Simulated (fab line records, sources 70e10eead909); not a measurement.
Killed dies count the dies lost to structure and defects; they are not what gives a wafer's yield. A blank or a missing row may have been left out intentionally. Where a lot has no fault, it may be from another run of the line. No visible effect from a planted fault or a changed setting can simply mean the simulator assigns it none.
Matching of chambers || flow nandHarc || 4 sister chambers for NHARC_P_BONDPAD_ETCH_37 on rieDiel-01
The step etches the open film in N2/H2, target depth 60 nm, overetch 18 nm, time 65.91 s. 4 wafers are shown with their chamber, then 9 later ones without.

WAFERS WITH THEIR CHAMBER
{"wafer": "L089.1", "chamber": 1, "drypumpMotorCurrentA (A)": 6.2}
{"wafer": "L094.2", "chamber": 0, "drypumpMotorCurrentA (A)": 5.2}
{"wafer": "L094.5", "chamber": 3, "drypumpMotorCurrentA (A)": 6.6}
{"wafer": "L094.6", "chamber": 2, "drypumpMotorCurrentA (A)": 5.8}

WAFERS MISSING THEIR CHAMBER
{"wafer": "L095.1", "drypumpMotorCurrentA (A)": 6.6}
{"wafer": "L095.4", "drypumpMotorCurrentA (A)": 6.1}
{"wafer": "L095.5", "drypumpMotorCurrentA (A)": 6.2}
{"wafer": "L093.1", "drypumpMotorCurrentA (A)": 6.6}
{"wafer": "L093.5", "drypumpMotorCurrentA (A)": 6.6}
{"wafer": "L093.6", "drypumpMotorCurrentA (A)": 5.8}
{"wafer": "L096.1", "drypumpMotorCurrentA (A)": 5.2}
{"wafer": "L096.5", "drypumpMotorCurrentA (A)": 5.8}
{"wafer": "L096.6", "drypumpMotorCurrentA (A)": 6.2}

CHAMBER TAKEN BY EACH
{"wafer": "L095.1", "from the rows above": 3, "in truth": 3}
{"wafer": "L095.4", "from the rows above": 1, "in truth": 1}
{"wafer": "L095.5", "from the rows above": 1, "in truth": 1}
{"wafer": "L093.1", "from the rows above": 3, "in truth": 3}
{"wafer": "L093.5", "from the rows above": 3, "in truth": 3}
{"wafer": "L093.6", "from the rows above": 2, "in truth": 2}
{"wafer": "L096.1", "from the rows above": 0, "in truth": 0}
{"wafer": "L096.5", "from the rows above": 2, "in truth": 2}
{"wafer": "L096.6", "from the rows above": 1, "in truth": 1}
9 of 9 placed correctly. Left unplaced by these rows: 0. 0 placed wrongly.
How it was worked out, from the rows above alone: a wafer's distance from a chamber is the root of the sum, over the readings, of the square of ((its reading less the chamber's mean) divided by the reading's scatter). If the next closest chamber is less than 2 further off than the closest, the wafer can't be placed; otherwise it belongs to the closest. For every chamber, the mean is computed from those of its wafers that are shown. The scatter (one wafer shown for each chamber): square how far every hidden wafer sits from the nearest shown wafer, average those squares and take the square root.
